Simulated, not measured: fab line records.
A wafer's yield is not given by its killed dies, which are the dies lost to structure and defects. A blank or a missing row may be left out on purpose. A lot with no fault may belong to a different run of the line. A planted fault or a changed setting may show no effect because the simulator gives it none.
2 desks, one fault :: flow n5-finfet :: only its own numbers are on each desk; what lay behind them is given at the end

## AT THE TOOL OWNER'S DESK: ald-sin-01
The tool's own readings at N5_MOL_CONTACT_COAG_ALD_27 (deposits SiOC, target thk 17 nm, pulse time 1.5 s, time 2720 s): means of the sampled wafers that have a number, for each lot that ran on this tool. The brackets show how far a lot's mean lies from the usual mean; more than 4 standard deviations puts the lot out of limits, marked OUT.
Columns: A = heater-power-w at N5_MOL_CONTACT_COAG_ALD_27, usual 883 W; B = precursor-pulse-height-rel at N5_MOL_CONTACT_COAG_ALD_27, usual 0.999; C = run-length-s at N5_MOL_CONTACT_COAG_ALD_27, usual 2770.0 s
lot: L751
first seen here: day 8 02:39
A: 866
B: 0.984
C: 3171.1 (+99 or more) OUT

lot: L752
first seen here: day 8 12:25
A: 952
B: 0.985
C: 2970.5 (+99 or more) OUT

lot: L755
first seen here: day 8 18:07
A: 888
B: 0.992
C: 3170.8 (+99 or more) OUT

lot: L754
first seen here: day 8 20:25
A: 943
B: 1.009
C: 2769.6

lot: L762
first seen here: day 12 03:48
A: 923
B: 0.994
C: 2769.9

lot: L764
first seen here: day 12 05:20
A: 828
B: 0.998
C: 2769.9
This desk's finding: out of limits on L751, L752, L755; first on L751, day 8 02:39 (run-length-s at N5_MOL_CONTACT_COAG_ALD_27). L754, L762, L764 stayed within limits.

## FROM THE METROLOGY DESK
What the gauges read for every lot (on any tool): the sampled wafers with a number, averaged. The brackets show how far a lot's mean lies from the usual mean; more than 4 standard deviations puts the lot out of limits, marked OUT. Only the readings that lie furthest out on some lot appear, 7 of the 11 it has.
Columns: A = cd-nm at N5_MOL_CONTACT_COAG_CD_MEAS_08, usual 27.98 nm; B = DIBL_N at N5_BEOL_M4_RC_MEAS_101, usual 36.5 mV/V; C = DIBL_P at N5_BEOL_M4_RC_MEAS_101, usual 36.5 mV/V; D = ION_P at N5_BEOL_M4_RC_MEAS_101, usual 466 uA/um; E = SS_N at N5_BEOL_M4_RC_MEAS_101, usual 71.6 mV/dec; F = SS_P at N5_BEOL_M4_RC_MEAS_101, usual 73.3 mV/dec; G = VT_P at N5_BEOL_M4_RC_MEAS_101, usual -249 mV
lot: L746
first seen here: day 6 00:14
A: 27.77
B: 36.0
C: 37.5
D: 472
E: 72.2
F: 73.7
G: -245

lot: L749
first seen here: day 6 17:23
A: 28.32
B: 35.7
C: 35.9
D: 462
E: 71.4
F: 73.1
G: -251

lot: L751
first seen here: day 7 21:57
A: 27.91
B: 37.8
C: 38.3
D: 462
E: 72.2
F: 74.0
G: -249

lot: L752
first seen here: day 8 02:51
A: 28.02
B: 36.2
C: 36.0
D: 458
E: 71.7
F: 73.3
G: -252

lot: L754
first seen here: day 8 06:11
A: 28.04
B: 37.1
C: 37.6
D: 471
E: 71.3
F: 72.5
G: -246

lot: L755
first seen here: day 8 07:19
A: 28.06
B: 35.9
C: 35.8
D: 461
E: 71.5
F: 73.0
G: -250

lot: L759
first seen here: day 10 02:28
A: 27.81
B: 35.4
C: 37.8
D: 467
E: 72.2
F: 73.2
G: -247

lot: L762
first seen here: day 11 16:38
A: 28.07
B: 36.7
C: 36.0
D: 461
E: 71.7
F: 73.1
G: -251

lot: L761
first seen here: day 11 18:05
A: 28.08
B: 37.0
C: 35.7
D: 464
E: 71.7
F: 73.4
G: -249

lot: L764
first seen here: day 11 18:38
A: 28.29
B: 38.3
C: 38.0
D: 467
E: 72.2
F: 74.3
G: -248
This desk found nothing out of limits on any of the 10 lots.

## TAKEN TOGETHER
The tool owner's desk had the chance to raise an alarm at day 8 02:39 on L751, L752, L755.
Nothing out of limits was seen by the metrology desk.
The metrology desk has L751, L752, L755 on record, within its limits.
The lots listed all ran N5_MOL_CONTACT_COAG_ALD_27 on ald-sin-01.

## WHAT THE SIMULATOR HAD PUT IN
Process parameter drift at N5_MOL_CONTACT_COAG_ALD_27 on ald-sin-01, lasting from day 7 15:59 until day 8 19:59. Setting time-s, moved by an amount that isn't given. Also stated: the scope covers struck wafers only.
Shown lots that were struck: L751, L752, L755.
How many hours passed from the start of the fault until each desk's first out-of-limits reading: the tool owner's desk, 11.
